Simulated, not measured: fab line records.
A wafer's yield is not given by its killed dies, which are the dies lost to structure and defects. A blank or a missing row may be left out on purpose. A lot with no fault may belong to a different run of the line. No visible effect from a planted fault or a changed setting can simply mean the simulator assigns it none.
Struck lot and sound lot, side by side || flow nandHarc || 22 out of 1302 route steps
Sound: these wafers, L689.2, L689.3, L689.5. Struck: wafer L706.2 (left out: L706.4, L706.5 of the same lot, which were not struck); the cause appears at the end.
Per side, at each step with rows, come the tool, then ch with its chambers, and then its first start. Under that, the readings that differ: sound wafers || struck wafers || difference of the means || sigmas: that difference in standard deviations of wafers without a fault.
alike: same words and numbers on both sides, and readings whose means sit less than 2 such deviations apart. not compared: any withheld reading, any reading some wafer has no value for, any bound like >300 that may hide the same value, and any number with overlapping values for which the record gives no deviation.
A row with sigmas, a row that says differs or no value, or rows on one side alone: a step with any of these is where the two part. Non-overlapping numbers with no deviation appear without sigmas and do not part them. A reading missing from all wafers of one side parts the sides only when that side holds two or more wafers.

NHARC_A_CONTACT_CVD_19: deposits W, target thk 300 nm, time 802 s.
  sound: cvdW-01 ch 0; struck: cvdW-01 ch 0
  alike: heaterPowerW, throttleValvePct
NHARC_A_CONTACT_CMP_20: polishes, t overpolish 30 s, target thk 300 nm.
  sound on cmp-03 ch 0,2, day 23 04:27; struck on cmp-03 ch 2, day 30 10:05
  alike: motorCurrentA, overpolishRunS, retainingRingPressureFrac, timeToEndpointS
following that, these wafers have no rows for 1 step: NHARC_A_CONTACT_SRD_22.
NHARC_A_CONTACT_INSPECT_23:
  sound: defectInspect-01 at day 23 04:51; struck: defectInspect-02 at day 30 10:28
{"reading": "rawDefectCount", "sound": "1247 1036 560", "struck": 583, "difference": -365, "sigmas": -2}
then, 7 steps without rows for these wafers: NHARC_A_BLC_DEHYDRATE_00 (time 120 s); NHARC_A_BLC_HMDS_01 (time 30 s); NHARC_A_BLC_COAT_02 (time 75 s); NHARC_A_BLC_COAT_03 (time 65 s); NHARC_A_BLC_COAT_04 (resist thk 90 nm); NHARC_A_BLC_SOFTBAKE_05 (time 55 s); NHARC_A_BLC_EBR_06.
NHARC_A_BLC_EXPOSE_07: exposes mask A BLC, target cd 100 nm.
  sound on arfiScanner-01 ch 0, day 23 05:13; struck on arfiScanner-02 ch 0, day 30 10:43
  alike: mask
then, 2 steps without rows for these wafers: NHARC_A_BLC_PEB_08 (peb time 65 s); NHARC_A_BLC_DEVELOP_09 (develop time 35 s).
NHARC_A_BLC_CD_MEAS_10: target cd 100 nm.
  sound on cdSem-03 ch 0, day 23 05:22; struck on cdSem-03 ch 0, day 30 10:51
  alike: cdNm
NHARC_A_BLC_OVL_MEAS_11:
  sound: overlay-01 at day 23 05:26; struck: overlay-01 at day 30 10:56
  alike: overlayXNm, overlayYNm
NHARC_A_BLC_INSPECT_12:
  sound: defectInspect-01 at day 23 05:29; struck: defectInspect-01 at day 30 10:59
  alike: rawDefectCount
NHARC_A_BLC_DESCUM_15: chemistry O2, time 3 s.
  sound on rieDiel-08 ch 0,3, day 23 05:32; struck on rieDiel-08 ch 3, day 30 11:04
{"reading": "model.A_BLC.cdNm (nm)", "sound": "99.99 100.2 100.2", "struck": 98.71, "difference": -1.42, "sigmas": ""}
  alike: drypumpMotorCurrentA, oesProductAu, rfVppV, showerheadPlenumPTorr, throttleValvePct
  not compared: rfHoursCounterH
NHARC_A_BLC_ETCH_16: etches the open film in CF4, target depth 39 nm, time 65 s.
  sound on rieDiel-08 ch 0,1,3, day 23 05:38; struck on rieDiel-08 ch 0, day 30 11:07
  alike: drypumpMotorCurrentA, oesProductAu, rfVppV, showerheadPlenumPTorr, throttleValvePct
  not compared: rfHoursCounterH
NHARC_A_BLC_ETCH_17: etches the open film in N2/H2, target depth 390 nm, time 609.38 s.
  sound: rieDiel-08 ch 1,3; struck: rieDiel-08 ch 1
{"reading": "h2FlowSccm (sccm)", "sound": "150.4 150.5 150.8", "struck": 149.3, "difference": -1.3, "sigmas": -3}
{"reading": "rfVppV (V)", "sound": "425.9 435.1 425.9", "struck": 435.0, "difference": "+6.0", "sigmas": "+2"}
{"reading": "throttleValvePct (%)", "sound": "14.182 14.176 14.164", "struck": 14.152, "difference": -0.022, "sigmas": -2}
{"reading": "model.A_BLC.cdNm (nm)", "sound": "99.33 99.75 101.4", "struck": 97.14, "difference": -3.02, "sigmas": ""}
  alike: drypumpMotorCurrentA, oesProductAu, showerheadPlenumPTorr
  not compared: rfHoursCounterH
NHARC_A_BLC_ETCH_18: etches the open film in C4F8/O2/Ar, target depth 910 nm.
  sound: rieDiel-08 ch 1,3; struck: rieDiel-08 ch 2
  alike: oesProductAu, rfVppV
  not compared: rfHoursCounterH
NHARC_END_SORT_01:
  here the record holds rows for the struck wafers (prober-01 ch 0, day 32 06:24) but none for the sound ones

== WHERE THEY PART ==
First at NHARC_A_CONTACT_INSPECT_23; last, within this record, at NHARC_END_SORT_01.

WHY: the cause the simulator had injected
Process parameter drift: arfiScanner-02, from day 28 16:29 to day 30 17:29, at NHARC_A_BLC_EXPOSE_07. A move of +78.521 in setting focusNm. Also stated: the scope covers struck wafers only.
